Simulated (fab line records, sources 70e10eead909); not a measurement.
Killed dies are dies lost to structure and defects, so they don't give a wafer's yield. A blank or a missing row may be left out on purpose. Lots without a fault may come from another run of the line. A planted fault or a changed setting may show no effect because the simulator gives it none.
Chamber matching | flow nand_harc | NHARC_A_SLIT_DEP_25 on pecvd-01: 3 sister chambers
The step deposits SiO2, target thk 200 nm. 3 wafers are shown with their chamber, then 8 later ones without.

WAFERS WITH THEIR CHAMBER
wafer  | chamber | heater_power_w (W)
L085.5 | 1       | 415
L090.1 | 2       | 576
L092.2 | 0       | 565

WAFERS WITHOUT THEIR CHAMBER
wafer  | heater_power_w (W)
L092.5 | 598
L092.6 | 535
L097.3 | 608
L097.4 | 631
L097.6 | 563
L093.1 | 517
L093.2 | 575
L093.5 | 476

WHICH CHAMBER EACH WENT THROUGH
wafer  | from the rows above          | in truth
L092.5 | can't be placed: 2 or 0      | 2
L092.6 | can't be placed: 0 or 2      | 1
L097.3 | can't be placed: 2 or 0      | 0
L097.4 | can't be placed: 2 or 0      | 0
L097.6 | can't be placed: 0 or 2      | 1
L093.1 | can't be placed: 0 or 2 or 1 | 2
L093.2 | can't be placed: 2 or 0      | 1
L093.5 | can't be placed: 1 or 0 or 2 | 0
Placed correctly: 0 of 8. Can't be placed from these rows: 8 (the true chamber is among the candidates in 5). Placed wrongly: 0.
How it was worked out, from the rows above alone: a wafer's distance from a chamber is the root of the sum, over the readings, of the square of ((its reading less the chamber's mean) divided by the reading's scatter). The wafer belongs to the nearest chamber; if the next one is less than 2 further off, it can't be placed. A chamber's mean is the mean of its shown wafers. The scatter: with one shown wafer a chamber, the root of the mean of the squares of how far each hidden wafer lies from its nearest shown one.
